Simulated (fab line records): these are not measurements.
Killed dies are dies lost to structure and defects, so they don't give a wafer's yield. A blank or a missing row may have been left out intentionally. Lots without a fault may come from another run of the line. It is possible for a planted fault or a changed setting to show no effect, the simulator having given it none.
Problem report, 8D (eight disciplines) form, completed by code ; flow nand harc ; the parts of the form that need people (team, actions taken, sign-off) are left out

1. THE PROBLEM
thk nm at NHARC_A_ONON_D1_THK_MEAS_05 reads a mean of 1499 nm on 3 wafers of 2 lots; wafers without a fault read 1004 nm with a standard deviation of 6.4. Relative to the usual mean, that is a shift of +77 standard deviations.
The step: measures by ellipsometry.
Earliest sighting: wafer L472.2 on film metro-01 at day 9 00:38. At this step, 36 wafers from 12 lots have a number in the record. Rule for "out", or "out of limits": more than 4 standard deviations from the usual mean. The other wafers with a number count as sound.

2. WHAT IT IS, WHAT IT ISN'T
question;is;is not
which readings at this step;thk nm;-
which lots;L472, L475;L468, L469, L476, L479, L482, L486, L487, L488, L489, L490
which wafers of those lots;L472.2, L472.6, L475.6;L472.1, L475.4, L475.5
read on which gauges;film metro-01;film metro-02
when;from day 9 00:38;"up to then (7 sound wafers); but 26 sound wafers of L475, L476, L479, L482, L486, L487, L488, L489, L490 came after"

3. SUSPECTS, AND WHAT RULES EACH OUT
Counting: any tool at a process step up to the reading remains a suspect provided it ran every lot that is out. Sound lots after the first of them don't rule it out here, since some wafers of a struck lot are sound.
- the gauge at NHARC_A_ONON_D1_THK_MEAS_05: ruled out. All the wafers that are out were read on film metro-01, but those of them that NHARC_END_SORT_01 has rows for are out there too, on other tools.
- rie diel-08 at NHARC_P_BONDPAD_STRIP_15 (strips in O2): kept. It processed each lot that is out (first: L472, day 7 18:26); up to then, its last sound lot is L469 (day 7 10:07).
- pecvd onon-04 at NHARC_A_ONON_D1_DEP_03 (target thk 1000 nm): kept. It processed each lot that is out (first: L472, day 9 00:08); up to then, its last sound lot is L468 (day 8 09:20).
After counting, rie diel-08 at NHARC_P_BONDPAD_STRIP_15 and pecvd onon-04 at NHARC_A_ONON_D1_DEP_03 remain.

4. THE CAUSE (what the simulator had put in)
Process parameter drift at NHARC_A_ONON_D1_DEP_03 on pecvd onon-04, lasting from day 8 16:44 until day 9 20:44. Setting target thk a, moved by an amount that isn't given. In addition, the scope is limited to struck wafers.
Counting leaves 2 suspects; this tool is one of them.

5. THE EFFECT CHAIN, in route order
One row per reading whose mean, taken over the struck wafers that have a number, lies over 3 standard deviations from the usual. Only readings for which the record gives a usual standard deviation are gone through. hours: the time from each lot's start at the first step in this table that gives one to its start at this step, as a median over the lots. sigmas: the change in usual standard deviations.
hours;step;reading;usual;on struck wafers;change;sigmas
0;NHARC_A_ONON_D1_THK_MEAS_05;thk nm;1004 nm;1499;+495;+77
292;NHARC_END_SORT_01;killed at array;28;673;+645;+65
292;NHARC_END_SORT_01;killed dies;31;677;+646;+65

6. HOW IT WOULD HAVE BEEN CAUGHT EARLIER
Counted from the fault's start at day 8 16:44, it took 8 hours until the first out-of-limits reading at a measuring or inspecting step in this record, taken at day 9 00:38.
An alarm limit of 4 standard deviations would not have fired on the tool readings at NHARC_A_ONON_D1_DEP_03 for which the record gives a usual standard deviation, since none of them was out on any struck wafer.
Lots out: 2; of these, L475 started NHARC_A_ONON_D1_DEP_03 on pecvd onon-04 after day 9 00:38. Had the tool been put on hold then, it would have been spared.
